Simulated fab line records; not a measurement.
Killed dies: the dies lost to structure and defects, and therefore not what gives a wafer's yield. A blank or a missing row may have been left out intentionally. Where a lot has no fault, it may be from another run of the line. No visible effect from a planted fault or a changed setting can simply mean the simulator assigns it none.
fab line records	flow nand_harc
[record] lots = 13	wafers = 37	last_day = 24
route steps=1159 shown P_M1@312 P_M2@339
lots untouched by any fault: they come from a run of this same line in which no faults occurred
start_h: hours from the record's first day to the start of the lot's first wafer shown	wait_h: hours elapsed since this lot's preceding step	" unchanged from the row above	L1.1+2: one row covering several wafers at once	- value missing, or start not given	* or withheld: withheld	< > ~ a bound
route shown NAME@n: NAME is a module with steps in the file, n the number in the route of the first one	usual: mean/standard deviation taken from wafers without a fault	same: alike in all rows	chamber/n: place in a boat	sites: readings site by site	_std_site: the standard deviation of these	_edge_site: mean of outer sites minus mean of inner sites	radius_mm: how far each site lies from the wafer's centre	mask NAME#n: copy n	behind: the most recent tool/chamber to have shaped the wafer	hold: why the lot went on hold/how many hours it stayed there/how the hold came to an end	device: whichever transistor did not switch (one of n, p or np)	end of line: tests run on the same wafers once the route is complete	a step without rows: its recipe alone	killed: not the wafer's yield, but the dies lost to structure and defects at the first sort	map: per-die view of a wafer (x killed, . not killed, _ where there is no die)
set.NAME: the setting as run; set.NAME@STEP: as run at that earlier step	model.NAME: the simulator's own value behind a step, which no gauge read
the route's steps for a sample of lots (tables are steps, rows are wafers)
services: from which hour (start_h, from the record's first day; less than 0 if before it) a tool's chamber was out of use, for how many hours, and why
[[steps]]
[step NHARC_P_M1_THK_MEAS_24]
[recipe] thk_meas_gauge = xrf
[usual] thk_nm = 157.9/1.5
lot.wafer	tool	chamber	start_h	wait_h	thk_nm
L249.3	film_metro-01	-	126.16	-	157.8
L249.4	"	-	"	"	159.2
L249.5	"	-	"	"	158.6
L251.2	film_metro-02	-	138.40	-	157.5
L251.4	"	-	"	"	155.8
L251.6	"	-	"	"	158.7
L252.1	film_metro-02	-	138.71	-	158.7
L252.2	"	-	"	"	156.1
L252.6	"	-	"	"	155.8
L254.1	film_metro-01	-	149.47	-	157.0
L254.2	"	-	"	"	159.2
L254.5	"	-	"	"	157.8
L253.3	film_metro-02	-	150.57	-	155.8
L253.4	"	-	"	"	161.3
L253.6	"	-	"	"	159.6
L255.3	film_metro-02	-	156.69	-	158.9
L255.4	"	-	"	"	156.9
L255.5	"	-	"	"	158.0
L256.4	film_metro-02	-	157.46	-	157.8
L256.5	"	-	"	"	158.4
L256.6	"	-	"	"	157.7
L257.1	film_metro-02	-	171.01	-	156.1
L257.2	"	-	"	"	155.8
L257.4	"	-	"	"	157.9
L258.2	film_metro-01	-	172.06	-	157.4
L258.3	"	-	"	"	156.7
L258.5	"	-	"	"	158.5
L259.1	film_metro-02	-	186.77	-	158.0
L259.4	"	-	"	"	162.3
L259.5	"	-	"	"	159.6
L263.5	film_metro-02	-	207.42	-	157.1
L263.6	"	-	"	"	158.2
L265.1	film_metro-02	-	212.39	-	157.8
L265.6	"	-	"	"	156.3
L272.1	film_metro-02	-	255.14	-	158.6
L272.4	"	-	"	"	158.7
L272.6	"	-	"	"	157.0
[step NHARC_P_M2_PRE_CLEAN_30]
[recipe] time_s = 30	temp_c = 280	gas = H2/He
[usual] heater_power_w = 400/47
lot.wafer	tool	chamber	start_h	wait_h	heater_power_w
L249.4	pvd_sputter-03	-	-	-	420
L249.3	"	-	"	"	397
L249.5	"	-	"	"	396
L251.2	pvd_sputter-03	-	-	-	400
L251.4	"	-	"	"	384
L251.6	"	-	"	"	410
L252.2	pvd_sputter-02	-	-	-	348
L252.1	"	-	"	"	409
L252.6	"	-	"	"	319
L254.2	pvd_sputter-03	-	-	-	456
L254.1	"	-	"	"	378
L254.5	"	-	"	"	419
L253.3	pvd_sputter-03	-	-	-	396
L253.4	"	-	"	"	450
L253.6	"	-	"	"	396
L255.3	pvd_sputter-02	-	-	-	329
L255.4	"	-	"	"	352
L255.5	"	-	"	"	325
L256.4	pvd_sputter-03	-	-	-	441
L256.6	"	-	"	"	466
L256.5	"	-	"	"	425
L257.4	pvd_sputter-02	-	-	-	497
L257.2	"	-	"	"	422
L257.1	"	-	"	"	315
L258.3	pvd_sputter-01	-	-	-	402
L258.2	"	-	"	"	400
L258.5	"	-	"	"	394
L259.1	pvd_sputter-03	-	-	-	401
L259.4	"	-	"	"	388
L259.5	"	-	"	"	463
L263.5	pvd_sputter-02	-	-	-	362
L263.6	"	-	"	"	482
L265.1	pvd_sputter-02	-	-	-	319
L265.6	"	-	"	"	325
L272.4	pvd_sputter-02	-	-	-	372
L272.1	"	-	"	"	395
L272.6	"	-	"	"	368
[step NHARC_P_M2_PVD_20]
[recipe] target_thk_a = 50	bias_v = 168.6	power_w = 15000	chamber_pressure_pa = 0.12	time_s = 8.06	substrate_temp_c = 50	material = TaN
[usual] throttle_valve_pct = 29.8/1.1
lot.wafer	tool	chamber	start_h	wait_h	throttle_valve_pct
L249.4	pvd_sputter-03	-	-	-	30.0
L249.3	"	-	"	"	30.8
L249.5	"	-	"	"	30.1
L251.4	pvd_sputter-03	-	-	-	27.2
L251.2	"	-	"	"	30.4
L251.6	"	-	"	"	27.3
L252.2	pvd_sputter-02	-	-	-	29.5
L252.1	"	-	"	"	31.0
L252.6	"	-	"	"	28.9
L254.2	pvd_sputter-03	-	-	-	29.4
L254.1	"	-	"	"	30.1
L254.5	"	-	"	"	30.7
L253.3	pvd_sputter-03	-	-	-	27.3
L253.4	"	-	"	"	29.9
L253.6	"	-	"	"	30.8
L255.3	pvd_sputter-02	-	-	-	29.1
L255.4	"	-	"	"	29.6
L255.5	"	-	"	"	28.8
L256.4	pvd_sputter-03	-	-	-	30.7
L256.5	"	-	"	"	29.8
L256.6	"	-	"	"	27.1
L257.2	pvd_sputter-02	-	-	-	30.7
L257.4	"	-	"	"	28.9
L257.1	"	-	"	"	29.8
L258.2	pvd_sputter-01	-	-	-	30.2
L258.3	"	-	"	"	30.3
L258.5	"	-	"	"	30.0
L259.4	pvd_sputter-03	-	-	-	29.8
L259.1	"	-	"	"	26.8
L259.5	"	-	"	"	29.6
L263.5	pvd_sputter-02	-	-	-	29.8
L263.6	"	-	"	"	31.1
L265.1	pvd_sputter-02	-	-	-	31.0
L265.6	"	-	"	"	29.5
L272.4	pvd_sputter-02	-	-	-	29.3
L272.1	"	-	"	"	29.3
L272.6	"	-	"	"	30.9
[step NHARC_P_M2_ECD_22]
[recipe] target_thk_a = 4000	bath_temp_c = 25	material = Cu
lot.wafer	tool	chamber	start_h	wait_h
L249.4+3+5	ecd_cu-02	0,1,0	129.37	-
L251.2+4+6	ecd_cu-01	1,0,1	141.66	-
L252.1+2+6	ecd_cu-01	1,0,1	141.90	-
L254.1+2+5	ecd_cu-01	1,0,1	152.71	-
L253.4+3+6	ecd_cu-01	1,0,1	153.81	-
L255.3+4+5	ecd_cu-02	1,0,1	160.50	-
L256.4+6+5	ecd_cu-01	1,1,0	161.31	-
L257.2+1+4	ecd_cu-01	0,1,1	174.24	-
L258.2+3+5	ecd_cu-01	1,0,1	175.28	-
L259.1+4+5	ecd_cu-02	0,1,1	189.97	-
L263.5+6	ecd_cu-02	1,0	210.93	-
L265.1+6	ecd_cu-02	0	215.64	-
L272.1+4+6	ecd_cu-01	0	258.63	-
[step NHARC_P_M2_CMP_23]
[recipe] t_overpolish_s = 20	target_thk_nm = 144.3
[usual] motor_current_A = 12.2/1.5	slurry_flow_ml_min = 150.0/0.49	time_to_endpoint_s = 28.0/2.6
lot.wafer	tool	chamber	start_h	wait_h	motor_current_A	slurry_flow_ml_min	time_to_endpoint_s
L249.4	cmp-04	1	129.99	-	8.8	149.6	26.4
L249.3	"	3	"	"	11.9	150.3	33.6
L249.5	"	2	"	"	11.2	150.1	34.6
L251.2	cmp-02	0	142.36	-	10.1	150.2	28.8
L251.4	"	1	"	"	11.3	150.5	26.1
L251.6	"	0	"	"	9.9	150.2	29.6
L252.2	cmp-02	3	142.70	-	11.6	149.7	29.0
L252.1	"	1	"	"	12.5	150.8	27.2
L252.6	"	3	"	"	12.1	150.3	27.8
L254.1	cmp-04	0	153.43	-	12.8	150.6	30.1
L254.2	"	1	"	"	8.9	150.9	27.5
L254.5	"	1	"	"	8.9	150.6	29.8
L253.3	cmp-04	0	154.46	-	12.4	149.7	29.9
L253.4	"	2	"	"	12.0	149.6	31.6
L253.6	"	3	"	"	11.3	149.9	30.5
L255.3	cmp-02	1	161.15	-	12.8	149.7	26.7
L255.4	"	3	"	"	11.4	150.2	29.9
L255.5	"	0	"	"	10.4	149.4	29.5
L256.4	cmp-03	3	162.02	-	10.2	150.1	25.3
L256.6	"	0	"	"	12.8	149.7	27.0
L256.5	"	1	"	"	14.5	150.2	27.4
L257.1	cmp-03	2	174.97	-	14.0	150.2	33.2
L257.4	"	0	"	"	12.5	150.0	31.4
L257.2	"	1	"	"	14.3	150.2	31.8
L258.3	cmp-03	3	176.03	-	11.1	150.1	25.2
L258.2	"	1	"	"	13.8	150.3	26.1
L258.5	"	2	"	"	13.5	149.1	26.5
L259.4	cmp-02	3	190.72	-	11.6	149.9	25.1
L259.1	"	0	"	"	10.1	149.7	25.1
L259.5	"	2	"	"	14.0	150.6	26.0
L263.6	cmp-03	1	211.56	-	13.2	149.0	13.6
L263.5	"	2	"	"	13.3	150.3	27.0
L265.1	cmp-03	0	216.54	-	12.3	149.8	29.4
L265.6	"	0	"	"	12.4	149.1	12.9
L272.1	cmp-02	1	259.48	-	12.7	150.9	27.1
L272.4	"	2	"	"	14.1	150.1	31.8
L272.6	"	3	"	"	11.9	149.1	30.0
[[services]]
tool	chamber	start_h	hours	kind
cmp-04	-	105.06	4.0	pm
cmp-04	-	109.06	-	consumable_replace:conditioner
ecd_cu-01	-	113.60	0.8	repair
cmp-02	-	128.56	4.0	pm
cmp-02	-	132.56	-	consumable_replace:conditioner
cmp-02	-	132.56	-	consumable_replace:pad
cmp-04	-	142.00	6.0	repair
cmp-03	-	156.02	4.0	pm
pvd_sputter-01	-	158.00	10.0	pm
cmp-03	-	160.02	-	consumable_replace:conditioner
cmp-03	-	160.02	-	consumable_replace:pad
ecd_cu-02	-	180.02	8.0	pm
cmp-02	-	198.66	11.7	repair
cmp-04	-	203.14	4.0	pm
pvd_sputter-02	-	217.91	10.0	pm
cmp-03	-	219.37	0.3	repair
cmp-02	-	226.56	4.0	pm
cmp-02	-	230.56	-	consumable_replace:conditioner
cmp-02	-	230.56	-	consumable_replace:pad
cmp-03	-	248.95	1.2	repair
cmp-03	-	254.02	4.0	pm
ecd_cu-01	-	255.46	1.1	repair
cmp-03	-	258.02	-	consumable_replace:conditioner
cmp-03	-	258.02	-	consumable_replace:pad
[[key]]
[first_sign] step = NHARC_P_M2_CMP_23	reading = time_to_endpoint_s	direction = down	sigmas = 5.8	usual = *	struck = *
effect none on later readings
met_at NHARC_P_M2_ECD_22
struck_lots L263,L265
struck_wafers L263.6,L265.6
not_acting_at NHARC_P_M1_THK_MEAS_24,NHARC_P_M2_PRE_CLEAN_30,NHARC_P_M2_PVD_20
onset_between 189.97 210.93
[fault] kind = process_parameter_drift	tool = ecd_cu-02	chamber = -	onset_h = 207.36	steps = NHARC_P_M2_ECD_22	channel = target_thk_a	offset = *	shape = step	end_h = 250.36	scope = struck_wafers_only	acts_in = *	stated = *
